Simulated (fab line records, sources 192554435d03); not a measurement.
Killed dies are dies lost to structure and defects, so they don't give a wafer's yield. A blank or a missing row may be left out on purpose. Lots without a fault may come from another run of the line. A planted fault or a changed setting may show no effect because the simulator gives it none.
fab line records | flow n5_finfet
record lots=6 wafers=18 last_day=20
route steps=1938 shown TV_LITHO@1884 TV_OPEN@1887 PAD_METAL@1893 PASSIVATION@1897
lots that met no fault: from a run of the same line without faults
start_h: hours from the record's first day to the start of the lot's first wafer shown | wait_h: hours since the lot's step before | " the same as in the row above | L1.1+2: a row that stands for several wafers | - no value, or no start given | * or withheld: withheld | < > ~ a bound
route shown NAME@n: a module of which the file shows steps, and the number in the route of the first | usual: mean/standard deviation of fault-free wafers | same: alike in all rows | chamber/n: place in a boat | sites: the reading at each site | _std_site: their standard deviation | _edge_site: outer sites' mean less inner sites' | radius_mm: how far each site lies from the wafer's centre | mask NAME#n: copy n | behind: the tool/chamber that last shaped the wafer | hold: why the lot was held/for how many hours/how that ended | device: the transistor (n, p or np) that didn't switch | end of line: the same wafers' tests at the end of the route | a step without rows: its recipe alone | killed: dies lost to structure and defects at the first sort, not the wafer's yield | map: a wafer's dies, x killed, . not, _ none there
set.NAME: the setting as run; set.NAME@STEP: as run at that earlier step | model.NAME: the simulator's own value behind a step, which no gauge read
lots at some steps of the route; a table a step, a row a wafer
services: from which hour (start_h, from the record's first day; less than 0 if before it) a tool's chamber was out of use, for how many hours, and why
## steps
# step N5_PASSIVATION_OVL_MEAS_60
# recipe points_per_wafer=44
# usual TV_OVL=2/6.1
# columns lot.wafer tool chamber start_h wait_h TV_OVL[nm]
L942.1 overlay-01 0 286.66 0.0 8
L942.3 " 0 " " 8
L942.6 " 0 " " 7
L941.1 overlay-01 0 286.83 0.0 -1
L941.3 " 0 " " 0
L941.5 " 0 " " 3
L953.1 overlay-01 0 397.50 0.0 -7
L953.4 " 0 " " -5
L953.6 " 0 " " -8
L954.3 overlay-02 0 403.54 0.0 -5
L954.4 " 0 " " -2
L954.6 " 0 " " 5
L963.3 overlay-02 0 444.63 0.0 3
L963.5 " 0 " " -2
L963.6 " 0 " " -2
L964.3 overlay-02 0 468.27 0.0 4
L964.5 " 0 " " -2
L964.6 " 0 " " 1
# step N5_PASSIVATION_INSPECT_61
# recipe mode=adi inspect_instrument=macro
# usual raw_defect_count=1.8/1.3
# columns lot.wafer tool chamber start_h wait_h raw_defect_count
L942.1 defect_inspect-01 - 286.69 0.0 1
L942.3 " - " " 1
L942.6 " - " " 3
L941.1 defect_inspect-01 - 286.85 0.0 1
L941.3 " - " " 5
L941.5 " - " " 2
L953.1 defect_inspect-01 - 397.52 0.0 2
L953.4 " - " " 0
L953.6 " - " " 4
L954.3 defect_inspect-02 - 403.57 0.0 0
L954.4 " - " " 3
L954.6 " - " " 2
L963.3 defect_inspect-02 - 444.65 0.0 2
L963.5 " - " " 1
L963.6 " - " " 1
L964.3 defect_inspect-01 - 468.29 0.0 3
L964.5 " - " " 3
L964.6 " - " " 0
# step N5_PASSIVATION_DESCUM_12
# recipe chemistry=O2 time_s=7.9 source_power_w=50 bias_power_w=20 pressure_mtorr=20 rf_frequency_hz=2.712e+07 temp_c=40 o2_flow_sccm=225
# step N5_PASSIVATION_PASS_ETCH_74
# recipe chemistry=CF4/O2 target=SiNx target_depth_a=2200 time_s=110 ion_energy_ev=100 pressure_mtorr=40 source_w=535 bias_w=49 Ar_flow_sccm=100 cf4_flow_sccm=100 O2_flow_sccm=10
# usual drypump_motor_current_A=5.6/0.48 oes_product_au=0.82/0.098 rf_vpp_V=244/3 showerhead_plenum_p_Torr=2.22/0.077 throttle_valve_pct=15.83/0.27
# columns lot.wafer tool chamber start_h wait_h drypump_motor_current_A oes_product_au rf_hours_counter_h rf_vpp_V showerhead_plenum_p_Torr throttle_valve_pct
L942.1 rie_diel-03 0 286.79 0.0 5.1 0.71 227 247 2.26 16.09
L942.3 " 3 " " 5.2 0.79 85 248 2.23 15.85
L942.6 " 2 " " 5.6 0.94 - 245 2.24 15.48
L941.1 rie_diel-02 1 287.10 0.0 6.4 0.73 161 243 2.13 16.21
L941.3 " 2 " " 5.6 0.69 224 243 2.25 15.84
L941.5 " 1 " " 6.4 0.73 - 241 2.13 16.21
L953.1 rie_diel-02 0 398.05 0.0 5.0 0.91 32 243 2.25 15.43
L953.4 " 1 " " 6.4 0.70 - 242 2.12 16.29
L953.6 " 0 " " 5.0 0.91 - 244 2.25 15.42
L954.3 rie_diel-05 3 403.67 0.0 5.0 0.90 24 248 2.24 15.65
L954.4 " 2 " " 5.6 0.90 45 244 2.34 15.79
L954.6 " 1 " " 5.5 0.80 - 246 2.31 15.84
L963.3 rie_diel-05 3 445.06 0.0 5.0 0.86 36 248 2.24 15.68
L963.5 " 1 " " 5.4 0.77 - 245 2.30 15.86
L963.6 " 2 " " 5.6 0.87 - 245 2.33 15.84
L964.3 rie_diel-02 0 468.39 0.0 5.0 0.87 56 245 2.24 15.47
L964.5 " 1 " " 6.4 0.68 - 243 2.11 16.34
L964.6 " 2 " " 5.6 0.94 - 244 2.23 15.48
# step N5_PASSIVATION_VIA_ETCH_13
# recipe chemistry=CHF3/O2 target=SiO2 target_depth_a=6600 CHF3_flow_sccm=50 O2_flow_sccm=5 Ar_flow_sccm=200 time_s=330 mask_material=PR pressure_mtorr=30 source_w=650 bias_w=170 ion_energy_ev=200 ends=cleared
# step N5_PASSIVATION_STRIP_14
# recipe chemistry=O2 power_w=600 temp_c=60 pressure_mtorr=30 rf_frequency_hz=6e+07 bias_power_w=0 overash_fraction=0.5 o2_flow_sccm=225
# step N5_PASSIVATION_ETCH_15
# recipe chemistry=CF4/N2 target=SiCN target_depth_a=750 taper_deg=2 time_s=81.2 ion_energy_ev=150 mask_material=SiNx pressure_mtorr=40 source_w=430 bias_w=70 Ar_flow_sccm=100 cf4_flow_sccm=60 n2_flow_sccm=60
# step N5_PASSIVATION_STRIP_73
# recipe chemistry=post_etch_residue_remover time_s=60 temp_c=25 remover_ph=withheld remover_water_wt_pct=withheld remover_fluoride_wt_pct=withheld
# step N5_PASSIVATION_SRD_17
# recipe time_s=30 temp_c=23 rinse_liquid=diw dry=n2_spin spin_rpm=1500 dry_time_s=30
# step N5_PASSIVATION_DEGAS_18
# recipe ambient=vacuum temp_c=300 time_s=60
# step N5_PASSIVATION_PRE_CLEAN_19
# recipe gas=H2/He time_s=* temp_c=*
# usual heater_power_w=469/45
# columns lot.wafer tool chamber start_h wait_h heater_power_w
L942.1 pvd_sputter-02 - 288.00 0.0 528
L942.3 " - " " 460
L942.6 " - " " 505
L941.1 pvd_sputter-01 - 288.10 0.0 460
L941.3 " - " " 465
L941.5 " - " " 470
L953.1 pvd_sputter-01 - 398.81 0.0 484
L953.4 " - " " 468
L953.6 " - " " 468
L954.3 pvd_sputter-01 - 404.55 0.0 480
L954.4 " - " " 462
L954.6 " - " " 482
L963.3 pvd_sputter-03 - 447.57 0.0 457
L963.5 " - " " 554
L963.6 " - " " 452
L964.3 pvd_sputter-03 - 469.28 0.0 444
L964.5 " - " " 555
L964.6 " - " " 410
# step N5_PASSIVATION_SPUTTER_20
# recipe material=TaN target_thk_a=500 temp_c=25 chamber_pressure_pa=0.4
# usual chamber_pressure_pa=0.4000/0.00071 throttle_valve_pct=29.8/0.81
# columns lot.wafer tool chamber start_h wait_h chamber_pressure_pa throttle_valve_pct
L942.1 pvd_sputter-02 - 288.04 0.0 0.3993 29.4
L942.3 " - " " 0.4007 30.2
L942.6 " - " " 0.4002 28.9
L941.1 pvd_sputter-01 - 288.14 0.0 0.4000 31.3
L941.3 " - " " 0.3998 28.3
L941.5 " - " " 0.3992 28.1
L953.1 pvd_sputter-01 - 398.85 0.0 0.3998 29.8
L953.4 " - " " 0.3998 31.3
L953.6 " - " " 0.3995 30.9
L954.3 pvd_sputter-01 - 404.59 0.0 0.4005 29.9
L954.4 " - " " 0.4006 31.0
L954.6 " - " " 0.3993 29.9
L963.3 pvd_sputter-03 - 447.61 0.0 0.3999 29.5
L963.5 " - " " 0.4001 29.9
L963.6 " - " " 0.4003 29.3
L964.3 pvd_sputter-03 - 469.32 0.0 0.3995 29.5
L964.5 " - " " 0.4004 29.8
L964.6 " - " " 0.4007 30.4
# step N5_PASSIVATION_AL_DEP_21
# recipe material=Al target_thk_a=28000 temp_c=400 time_s=170 power_w=30000 chamber_pressure_pa=0.4 gas=Ar
# usual chamber_pressure_pa=0.3999/0.00076 throttle_valve_pct=29.8/0.82
# columns lot.wafer tool chamber start_h wait_h chamber_pressure_pa throttle_valve_pct model.Al_of_PASSIVATION_AL_DEP_21.thk_nm
L942.1 pvd_sputter-02 - 288.14 0.1 0.4003 30.0 2850
L942.3 " - " " 0.4001 30.1 2805
L942.6 " - " " 0.3996 29.2 2847
L941.1 pvd_sputter-01 - 288.24 0.1 0.3987 31.2 2797
L941.3 " - " " 0.4009 28.3 2765
L941.5 " - " " 0.4000 28.0 2775
L953.1 pvd_sputter-01 - 398.95 0.1 0.3994 29.8 2522
L953.4 " - " " 0.4011 31.4 2820
L953.6 " - " " 0.3989 31.1 2558
L954.3 pvd_sputter-01 - 404.69 0.1 0.3983 30.0 2767
L954.4 " - " " 0.4000 31.1 2762
L954.6 " - " " 0.4003 30.1 2492
L963.3 pvd_sputter-03 - 447.71 0.1 0.3995 29.3 2746
L963.5 " - " " 0.3983 30.1 2781
L963.6 " - " " 0.4011 29.4 2762
L964.3 pvd_sputter-03 - 469.42 0.1 0.3996 29.4 2791
L964.5 " - " " 0.3986 29.4 2817
L964.6 " - " " 0.3984 30.4 2836
# step N5_PASSIVATION_HMDS_23
# recipe time_s=60 temp_c=120
# step N5_PASSIVATION_COAT_24
# recipe spin_rpm=3000 resist_thk_nm=withheld
# step N5_PASSIVATION_EBR_26
# recipe solvent=PGMEA ebr_width_mm=1.5
# step N5_PASSIVATION_SOFTBAKE_25
# recipe temp_c=100 time_s=90
# step N5_PASSIVATION_EXPOSE_27
# recipe mask_id=PAD na=0.55 source_shape=conventional sigma_outer=0.8 polarization=unpolarized defocus_nm=0 dose_mj=32.3
# step N5_PASSIVATION_PEB_28
# recipe peb_temp_c=withheld peb_time_s=*
# step N5_PASSIVATION_DEVELOP_29
# recipe develop_time_s=60 rinse_liquid=diw dry=air_spin dev_temp_c=21
# step N5_PASSIVATION_HARDBAKE_31
# recipe temp_c=130 time_s=120
# step N5_PASSIVATION_CD_MEAS_30
# recipe target_cd_nm=4000 landing_energy_ev=500 detector=se_inlens polarity=opening
# usual cd_nm=4000.6/1.6
# columns lot.wafer tool chamber start_h wait_h cd_nm
L942.1 cd_sem-01 0 288.74 - 3998.0
L942.3 " 0 " " 3998.4
L942.6 " 0 " " 4000.1
L941.1 cd_sem-01 0 288.77 - 4001.1
L941.3 " 0 " " 3998.9
L941.5 " 0 " " 4001.5
L953.1 cd_sem-01 0 399.42 - 4002.6
L953.4 " 0 " " 4002.3
L953.6 " 0 " " 4003.2
L954.3 cd_sem-02 0 405.17 - 4001.2
L954.4 " 0 " " 4001.7
L954.6 " 0 " " 4000.3
L963.3 cd_sem-01 0 448.31 - 3999.9
L963.5 " 0 " " 4000.0
L963.6 " 0 " " 3997.3
L964.3 cd_sem-03 0 469.89 - 4003.6
L964.5 " 0 " " 4000.6
L964.6 " 0 " " 3999.2
# step N5_PASSIVATION_OVL_MEAS_63
# recipe points_per_wafer=44
# usual PAD_OVL=-1/6
# columns lot.wafer tool chamber start_h wait_h PAD_OVL[nm]
L942.1 overlay-02 0 288.77 0.0 -16
L942.3 " 0 " " -10
L942.6 " 0 " " -6
L941.1 overlay-02 0 288.80 0.0 -5
L941.3 " 0 " " -9
L941.5 " 0 " " -3
L953.1 overlay-02 0 399.45 0.0 -8
L953.4 " 0 " " -6
L953.6 " 0 " " -3
L954.3 overlay-01 0 405.19 0.0 1
L954.4 " 0 " " 1
L954.6 " 0 " " -8
L963.3 overlay-02 0 448.34 0.0 -17
L963.5 " 0 " " -17
L963.6 " 0 " " -17
L964.3 overlay-02 0 469.92 0.0 -11
L964.5 " 0 " " -2
L964.6 " 0 " " -6
# step N5_PASSIVATION_INSPECT_64
# recipe mode=adi inspect_instrument=macro
# usual raw_defect_count=1.8/1.3
# columns lot.wafer tool chamber start_h wait_h raw_defect_count
L942.1 defect_inspect-01 - 288.79 0.0 0
L942.3 " - " " 1
L942.6 " - " " 3
L941.1 defect_inspect-01 - 288.83 0.0 2
L941.3 " - " " 3
L941.5 " - " " 3
L953.1 defect_inspect-02 - 399.47 0.0 2
L953.4 " - " " 3
L953.6 " - " " 1
L954.3 defect_inspect-01 - 405.22 0.0 4
L954.4 " - " " 0
L954.6 " - " " 2
L963.3 defect_inspect-01 - 448.36 0.0 1
L963.5 " - " " 1
L963.6 " - " " 0
L964.3 defect_inspect-01 - 469.95 0.0 2
L964.5 " - " " 2
L964.6 " - " " 4
# step N5_PASSIVATION_DESCUM_32
# recipe chemistry=O2 time_s=7.9 source_power_w=50 bias_power_w=20 pressure_mtorr=20 rf_frequency_hz=2.712e+07 temp_c=40 o2_flow_sccm=225
# usual drypump_motor_current_A=5.7/0.35 oes_product_au=0.82/0.071 rf_vpp_V=243.8/0.98 showerhead_plenum_p_Torr=2.14/0.04 throttle_valve_pct=20.25/0.25
# columns lot.wafer tool chamber start_h wait_h drypump_motor_current_A oes_product_au rf_hours_counter_h rf_vpp_V showerhead_plenum_p_Torr throttle_valve_pct
L942.1 rie_diel-04 0 288.83 0.0 6.1 0.88 60 244.2 2.14 20.05
L942.3 " 1 " " 6.2 0.70 232 243.6 2.17 20.91
L942.6 " 3 " " 5.5 0.85 - 243.3 2.15 20.17
L941.1 rie_diel-04 0 288.89 0.1 6.1 0.87 60 243.9 2.14 20.07
L941.3 " 2 " " 6.0 0.70 236 242.9 2.08 20.66
L941.5 " 0 " " 6.1 0.89 - 244.4 2.14 20.06
L953.1 rie_diel-01 0 399.62 0.2 5.9 0.79 96 244.7 2.21 20.08
L953.4 " 1 " " 5.3 0.93 22 243.5 2.13 20.18
L953.6 " 0 " " 5.9 0.80 - 243.6 2.21 20.09
L954.3 rie_diel-06 0 405.25 0.0 5.2 0.83 84 244.6 2.12 19.94
L954.4 " 1 " " 5.5 0.75 156 242.7 2.09 20.71
L954.6 " 2 " " 5.6 0.83 - 244.8 2.12 20.05
L963.3 rie_diel-04 1 448.40 0.0 6.2 0.89 25 242.0 2.15 20.69
L963.5 " 0 " " 6.0 0.82 - 242.8 2.12 20.16
L963.6 " 3 " " 5.5 0.78 - 243.8 2.13 20.22
L964.3 rie_diel-01 1 469.98 0.0 5.3 0.89 44 244.5 2.12 20.22
L964.5 " 1 " " 5.3 0.88 - 241.9 2.12 20.22
L964.6 " 2 " " 5.9 0.72 - 245.2 2.17 20.25
# step N5_PASSIVATION_AL_ETCH_33
# recipe chemistry=Cl2/BCl3 target_depth_a=28000 over_etch_frac=0.15 Cl2_flow_sccm=180 bcl3_flow_sccm=60 target=Al stop_on=TaN time_s=466.7 ion_energy_ev=100 pressure_mtorr=10 icp_w=900 bias_w=100
# step N5_PASSIVATION_ETCH_59
# recipe chemistry=Cl2/BCl3 target=TaN target_depth_a=650 time_s=34.9 ion_energy_ev=100 pressure_mtorr=10 icp_w=900 bias_w=100 Cl2_flow_sccm=60 bcl3_flow_sccm=30
# step N5_PASSIVATION_STRIP_34
# recipe chemistry=O2 power_w=600 temp_c=60 pressure_mtorr=30 rf_frequency_hz=6e+07 bias_power_w=0 overash_fraction=2 o2_flow_sccm=225
# step N5_PASSIVATION_STRIP_51
# recipe chemistry=post_etch_residue_remover time_s=1200 temp_c=72.5
# step N5_PASSIVATION_CLEAN_69
# recipe chemistry=IPA time_s=180 temp_c=25
# step N5_PASSIVATION_SRD_70
# recipe dry=ipa_marangoni time_s=30 temp_c=23 rinse_liquid=diw
# step N5_PASSIVATION_PECVD_53
# recipe material=SiO2 target_thk_a=8000 temp_c=400 precursor=TEOS/O2 pressure_torr=6.5 rf_w=withheld teos_flow_sccm=withheld gas=O2 flow_sccm=2650 time_s=169.4
# step N5_PASSIVATION_PECVD_35
# recipe material=SiNx target_thk_a=7000 temp_c=400 precursor=SiH4/NH3/N2 pressure_torr=4.9 rf_w=1406 time_s=151.3
# usual heater_power_w=431/100 showerhead_plenum_p_Torr=8.63/0.06 throttle_valve_pct=29.0/1.8
# columns lot.wafer tool chamber start_h wait_h heater_power_w showerhead_plenum_p_Torr throttle_valve_pct
L941.1 pecvd-03 2 290.18 0.1 607 8.63 27.9
L941.3 " 1 " " 411 8.60 28.3
L941.5 " 2 " " 628 8.64 27.9
L942.1 pecvd-03 2 290.44 0.1 607 8.65 28.1
L942.3 " 1 " " 360 8.59 28.4
L942.6 " 0 " " 320 8.61 28.4
L953.1 pecvd-04 1 400.84 0.1 397 8.64 32.7
L953.4 " 0 " " 369 8.65 30.0
L953.6 " 1 " " 415 8.65 32.8
L954.3 pecvd-03 0 406.53 0.1 408 8.63 28.2
L954.4 " 1 " " 391 8.60 28.0
L954.6 " 0 " " 441 8.61 28.4
L963.3 pecvd-03 1 450.09 0.1 396 8.60 28.0
L963.5 " 2 " " 448 8.68 28.2
L963.6 " 0 " " 467 8.60 28.3
L964.3 pecvd-02 2 471.20 0.1 368 8.59 27.4
L964.5 " 1 " " 410 8.62 27.0
L964.6 " 2 " " 414 8.58 27.4
# step N5_PASSIVATION_HMDS_37
# recipe time_s=60 temp_c=120
# step N5_PASSIVATION_COAT_38
# recipe spin_rpm=3000 resist_thk_nm=withheld
# step N5_PASSIVATION_EBR_40
# recipe solvent=PGMEA ebr_width_mm=1.5
# step N5_PASSIVATION_SOFTBAKE_39
# recipe temp_c=110 time_s=120
# step N5_PASSIVATION_EXPOSE_41
# recipe mask_id=PASS_OPEN na=0.55 defocus_nm=0 source_shape=conventional sigma_outer=0.8 polarization=unpolarized target_cd_nm=40000 dose_mj=57.25
# step N5_PASSIVATION_PEB_42
# recipe peb_temp_c=withheld peb_time_s=*
# step N5_PASSIVATION_DEVELOP_43
# recipe develop_time_s=60 rinse_liquid=diw dry=air_spin dev_temp_c=21
# step N5_PASSIVATION_HARDBAKE_45
# recipe temp_c=130 time_s=120
# step N5_PASSIVATION_CD_MEAS_44
# recipe target_cd_nm=40000 landing_energy_ev=500 detector=se_inlens
# usual cd_nm=40000/3.4
# columns lot.wafer tool chamber start_h wait_h cd_nm
L941.1 cd_sem-01 0 290.75 - 40002
L941.3 " 0 " " 40007
L941.5 " 0 " " 40004
L942.1 cd_sem-02 0 290.88 - 40000
L942.3 " 0 " " 39996
L942.6 " 0 " " 39999
L953.1 cd_sem-02 0 401.27 - 40000
L953.4 " 0 " " 39998
L953.6 " 0 " " 39999
L954.3 cd_sem-01 0 406.97 - 40001
L954.4 " 0 " " 39999
L954.6 " 0 " " 40003
L963.3 cd_sem-02 0 450.68 - 40002
L963.5 " 0 " " 40004
L963.6 " 0 " " 40000
L964.3 cd_sem-03 0 471.76 - 40003
L964.5 " 0 " " 39996
L964.6 " 0 " " 39999
# step N5_PASSIVATION_STRIP_52
# recipe chemistry=post_etch_residue_remover time_s=1200 temp_c=72.5
# columns lot.wafer tool chamber start_h wait_h model.Al_of_PASSIVATION_AL_DEP_21.thk_nm
L941.1 wet_bench-06 5 291.70 - 2782
L941.3 " 0 " " 2750
L941.5 " 1 " " 2760
L942.1 wet_bench-05 1 291.98 - 2835
L942.3 " 5 " " 2790
L942.6 " 6 " " 2832
L953.1 wet_bench-03 2 401.98 - 2506
L953.4 " 7 " " 2805
L953.6 " 3 " " 2543
L954.3 wet_bench-06 5 407.67 - 2751
L954.4 " 4 " " 2747
L954.6 " 6 " " 2477
L963.3 wet_bench-05 1 451.39 - 2731
L963.5 " 4 " " 2765
L963.6 " 5 " " 2747
L964.3 wet_bench-05 6 472.46 - 2776
L964.5 " 7 " " 2801
L964.6 " 2 " " 2821
# step N5_PASSIVATION_PROBE_49
# usual defect_limited_yield=91.3/1.4 killed_at_M0_to_M3=34/10 killed_at_M4_up=14/5.5 killed_at_contacts=12/6 killed_at_front_end=40/10 killed_at_other=3.0/2.4 killed_dies=103/17 killed_open=68/13 killed_short=34/7.8 sort_bin_5_function=5.1/0.97 sort_bin_6_memory=3.3/0.66 sort_bin_8_speed=0.02/0.12 sort_n_pass=1077/17 sort_yield_pct=91.2/1.4
# same gross_dies=1180 killed_at_back_side=0 sort_bin_4_leakage[%]=0
# columns lot.wafer tool chamber start_h wait_h defect_limited_yield[%] killed_at_M0_to_M3 killed_at_M4_up killed_at_contacts killed_at_front_end killed_at_other killed_dies killed_open killed_short sort_bin_5_function[%] sort_bin_6_memory[%] sort_bin_8_speed[%] sort_n_pass sort_yield_pct[%]
L941.1 prober-01 - 294.12 0.0 92.5 26 8 24 25 5 88 58 30 4.2 2.9 0 1092 92.5
L941.3 prober-01 - 294.22 0.1 92.5 24 14 21 24 5 88 66 22 4.8 2.5 0 1092 92.5
L941.5 prober-01 - 294.32 0.2 89.8 36 14 26 42 2 120 75 45 6.1 3.6 0 1060 89.8
L942.1 prober-02 - 294.82 0.0 91.2 22 15 9 57 1 104 71 33 5.4 3.1 0 1076 91.2
L942.3 prober-02 - 294.92 0.1 89.1 34 20 16 56 3 129 86 42 7.6 3.0 0 1051 89.1
L942.6 prober-02 - 295.07 0.3 91.7 43 3 6 43 3 98 65 33 5.3 2.6 0 1082 91.7
L953.1 prober-02 - 404.41 0.0 92.4 29 9 3 45 4 90 61 28 4.8 2.7 0 1090 92.4
L953.4 prober-02 - 404.56 0.2 92.4 32 13 11 32 2 90 57 31 4.2 3.3 0 1090 92.4
L953.6 prober-02 - 404.66 0.3 93.3 25 12 5 34 3 79 46 33 3.8 2.5 0 1101 93.3
L954.3 prober-02 - 410.20 0.1 91.2 26 18 12 45 3 104 82 22 5.2 3.6 0 1076 91.2
L954.4 prober-02 - 410.25 0.2 90.4 33 9 11 58 2 113 79 33 5.8 3.4 0 1067 90.4
L954.6 prober-02 - 410.35 0.3 91.7 27 12 14 39 6 98 71 26 4.8 3.1 0 1082 91.7
L964.3 prober-02 - 475.40 0.1 89.2 44 6 19 49 9 127 79 46 6.4 3.8 0 1053 89.2
L964.5 prober-02 - 475.50 0.2 91.8 34 10 7 42 4 97 55 41 4.6 3.0 0 1083 91.8
L964.6 prober-02 - 475.55 0.3 91.3 21 12 16 49 5 103 66 37 5.0 3.6 0 1077 91.3
# killed by level:class
L941.1 MOL_CONTACT_COAG:geometric_particle:open=21 BEOL_M2:geometric_particle:open=11 FIN_SAQP:geometric_particle:open=6 STI_FIN_REVEAL:geometric_particle:open=6 BEOL_M3:geometric_particle:short=4 FIN_SAQP:geometric_particle:short=3 MOL_CONTACT_COAG:geometric_particle:short=3 BEOL_M0_SAQP:geometric_particle:short=3
L941.3 MOL_CONTACT_COAG:geometric_particle:open=15 BEOL_M0_SAQP:geometric_particle:open=8 DUMMY_GATE:geometric_particle:open=6 MOL_CONTACT_COAG:geometric_particle:short=6 BEOL_M2:geometric_particle:open=4 BEOL_M4:geometric_particle:open=4 BEOL_M8:geometric_particle:open=4 FIN_SAQP:geometric_particle:open=3
L941.5 MOL_CONTACT_COAG:geometric_particle:open=20 FIN_SAQP:geometric_particle:short=13 FIN_SAQP:geometric_particle:open=10 BEOL_M0_SAQP:geometric_particle:open=8 BEOL_M0_SAQP:geometric_particle:short=7 MOL_CONTACT_COAG:geometric_particle:short=6 BEOL_M0:geometric_particle:open=6 BEOL_M4:geometric_particle:open=5
L942.1 FIN_SAQP:geometric_particle:open=21 FIN_SAQP:geometric_particle:short=13 BEOL_M0_SAQP:geometric_particle:open=8 BEOL_M4:geometric_particle:open=8 MOL_CONTACT_COAG:geometric_particle:open=7 BEOL_M0_SAQP:geometric_particle:short=7 STI_FIN_REVEAL:geometric_particle:open=6 DUMMY_GATE:geometric_particle:open=4
L942.3 FIN_SAQP:geometric_particle:open=24 MOL_CONTACT_COAG:geometric_particle:open=15 FIN_SAQP:geometric_particle:short=9 BEOL_M0_SAQP:geometric_particle:short=9 BEOL_M3:geometric_particle:open=8 BEOL_M1:geometric_particle:open=6 BEOL_M4:geometric_particle:open=6 STARTING-WAFER:geometric_particle:short=5
L942.6 FIN_SAQP:geometric_particle:open=16 BEOL_M3:geometric_particle:open=12 FIN_SAQP:geometric_particle:short=11 BEOL_M0_SAQP:geometric_particle:short=10 BEOL_M0_SAQP:geometric_particle:open=9 STI_FIN_REVEAL:geometric_particle:open=6 MOL_CONTACT_COAG:geometric_particle:open=5 STARTING-WAFER:geometric_particle:open=4
L953.1 STI_FIN_REVEAL:geometric_particle:open=11 BEOL_M3:geometric_particle:open=9 FIN_SAQP:geometric_particle:short=7 FIN_SAQP:geometric_particle:open=7 BEOL_M0_SAQP:geometric_particle:open=7 STI_FIN_REVEAL:geometric_particle:short=6 BEOL_M0_SAQP:geometric_particle:short=6 DUMMY_GATE:geometric_particle:open=4
L953.4 MOL_CONTACT_COAG:geometric_particle:open=9 BEOL_M4:geometric_particle:open=9 STI_FIN_REVEAL:geometric_particle:open=8 FIN_SAQP:geometric_particle:short=7 BEOL_M1:geometric_particle:open=7 BEOL_M0_SAQP:geometric_particle:short=6 BEOL_M3:geometric_particle:open=6 FIN_SAQP:geometric_particle:open=3
L953.6 BEOL_M0_SAQP:geometric_particle:short=11 DUMMY_GATE:geometric_particle:open=7 BEOL_M4:geometric_particle:open=6 BEOL_M0_SAQP:geometric_particle:open=5 STARTING-WAFER:geometric_particle:short=5 GATE_CUT:geometric_particle:open=4 GATE_CUT:geometric_particle:short=4 MOL_CONTACT_COAG:geometric_particle:open=4
L954.3 STI_FIN_REVEAL:geometric_particle:open=16 MOL_CONTACT_COAG:geometric_particle:open=12 BEOL_M2:geometric_particle:open=10 FIN_SAQP:geometric_particle:open=7 BEOL_M4:geometric_particle:open=6 BEOL_M3:geometric_particle:open=6 STI_FIN_REVEAL:geometric_particle:short=4 DUMMY_GATE:geometric_particle:open=4
L954.4 STI_FIN_REVEAL:geometric_particle:open=31 MOL_CONTACT_COAG:geometric_particle:open=9 BEOL_M3:geometric_particle:open=7 BEOL_M0_SAQP:geometric_particle:short=6 BEOL_M2:geometric_particle:open=5 FIN_SAQP:geometric_particle:open=4 STI_FIN_REVEAL:geometric_particle:short=4 DUMMY_GATE:geometric_particle:open=4
L954.6 FIN_SAQP:geometric_particle:open=18 MOL_CONTACT_COAG:geometric_particle:open=11 FIN_SAQP:geometric_particle:short=8 BEOL_M0_SAQP:geometric_particle:short=7 BEOL_M0:geometric_particle:open=7 BEOL_M0_SAQP:geometric_particle:open=5 BEOL_M2:geometric_particle:open=5 BEOL_M5:geometric_particle:open=5
L964.3 MOL_CONTACT_COAG:geometric_particle:open=17 FIN_SAQP:geometric_particle:short=13 STI_FIN_REVEAL:geometric_particle:open=11 BEOL_M2:geometric_particle:open=10 BEOL_M0_SAQP:geometric_particle:short=9 FIN_SAQP:geometric_particle:open=7 BEOL_M1:geometric_particle:open=7 BEOL_M3:geometric_particle:open=5
L964.5 FIN_SAQP:geometric_particle:short=11 BEOL_M1:geometric_particle:open=9 FIN_SAQP:geometric_particle:open=8 BEOL_M3:geometric_particle:short=7 DUMMY_GATE:geometric_particle:open=5 BEOL_M3:geometric_particle:open=5 STI_FIN_REVEAL:geometric_particle:open=4 MOL_CONTACT_COAG:geometric_particle:open=4
L964.6 FIN_SAQP:geometric_particle:open=14 STI_FIN_REVEAL:geometric_particle:open=12 MOL_CONTACT_COAG:geometric_particle:open=12 FIN_SAQP:geometric_particle:short=8 BEOL_M3:geometric_particle:short=7 GATE_CUT:geometric_particle:short=4 GATE_CUT:geometric_particle:open=4 MOL_CONTACT_COAG:geometric_particle:short=4
## services
# columns tool chamber start_h hours kind
rie_diel-05 1 270.40 3.0 repair
rie_diel-02 0 274.42 7.1 repair
rie_diel-05 1 330.57 3.3 repair
rie_diel-05 - 333.75 0.4 repair
rie_diel-04 1 338.83 3.5 repair
pvd_sputter-01 - 344.74 1.6 repair
pecvd-03 2 344.90 2.2 repair
rie_diel-02 0 350.54 31.6 repair
pvd_sputter-02 - 351.20 11.7 repair
rie_diel-01 0 354.91 5.7 repair
pvd_sputter-03 - 378.22 3.7 repair
rie_diel-05 - 385.81 4.3 pm
rie_diel-05 3 390.15 6.0 repair
rie_diel-05 0 416.65 2.6 repair
pvd_sputter-03 - 421.46 2.4 repair
pvd_sputter-01 - 425.15 1.2 repair
pecvd-03 1 427.46 12.8 repair
rie_diel-02 - 427.79 2.8 pm
rie_diel-02 1 430.95 4.9 repair
rie_diel-02 3 438.89 3.2 repair
rie_diel-02 2 440.26 5.5 repair
pvd_sputter-01 - 463.21 7.4 repair
pvd_sputter-03 - 470.06 0.8 repair
rie_diel-02 3 472.11 3.5 repair
## key
first_sign none at tools or gauges
model_effect step=N5_PASSIVATION_AL_DEP_21 value=Al_of_PASSIVATION_AL_DEP_21.thk_nm without=2811 struck=2524
model_effect step=N5_PASSIVATION_STRIP_52 value=Al_of_PASSIVATION_AL_DEP_21.thk_nm without=2796 struck=2509
met_at N5_PASSIVATION_AL_DEP_21
struck_wafers L953.1,L953.6,L954.6
onset_between 288.24 398.95
fault kind=process_parameter_drift tool=pvd_sputter-01 chamber=- onset_h=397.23 steps=N5_PASSIVATION_AL_DEP_21 channel=time_s offset=* shape=step end_h=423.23 scope=struck_wafers_only acts_in=* stated=*
